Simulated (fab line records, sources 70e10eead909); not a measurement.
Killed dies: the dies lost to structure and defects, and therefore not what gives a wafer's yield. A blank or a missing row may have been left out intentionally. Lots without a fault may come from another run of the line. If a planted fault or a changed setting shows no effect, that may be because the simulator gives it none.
Chamber matching | flow nand-harc | 3 sister chambers for NHARC_A_STAIRCASE_DEP_471 on pecvd-01
The step deposits SiO2, target thk 100 nm. 3 wafers are shown with their chamber, then 7 later ones without.

EACH WAFER AND ITS CHAMBER
wafer  | chamber | throttle-valve-pct (%)
L080.1 | 2       | 15.6
L084.1 | 0       | 17.2
L084.2 | 1       | 16.4

WAFERS WITHOUT THEIR CHAMBER
wafer  | throttle-valve-pct (%)
L084.5 | 15.6
L088.2 | 17.3
L088.3 | 15.8
L088.6 | 16.1
L096.3 | 16.7
L096.4 | 15.6
L096.6 | 16.7

WHICH CHAMBER EACH WENT THROUGH
wafer  | from the rows above     | in truth
L084.5 | 2                       | 2
L088.2 | 0                       | 0
L088.3 | can't be placed: 2 or 1 | 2
L088.6 | can't be placed: 1 or 2 | 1
L096.3 | can't be placed: 1 or 0 | 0
L096.4 | 2                       | 2
L096.6 | can't be placed: 1 or 0 | 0
Correctly placed: 3 of 7. From these rows, 4 cannot be placed; in 4 the true chamber is one of the candidates. Number placed wrongly: 0.
How it was worked out, from the rows above alone: a wafer's distance from a chamber is the root of the sum, over the readings, of the square of ((its reading less the chamber's mean) divided by the reading's scatter). The wafer belongs to the nearest chamber; if the next one is less than 2 further off, it can't be placed. The mean given for a chamber averages the wafers shown for that chamber. The scatter: root of mean squared gap, hidden wafer to nearest shown wafer, with one shown wafer a chamber.
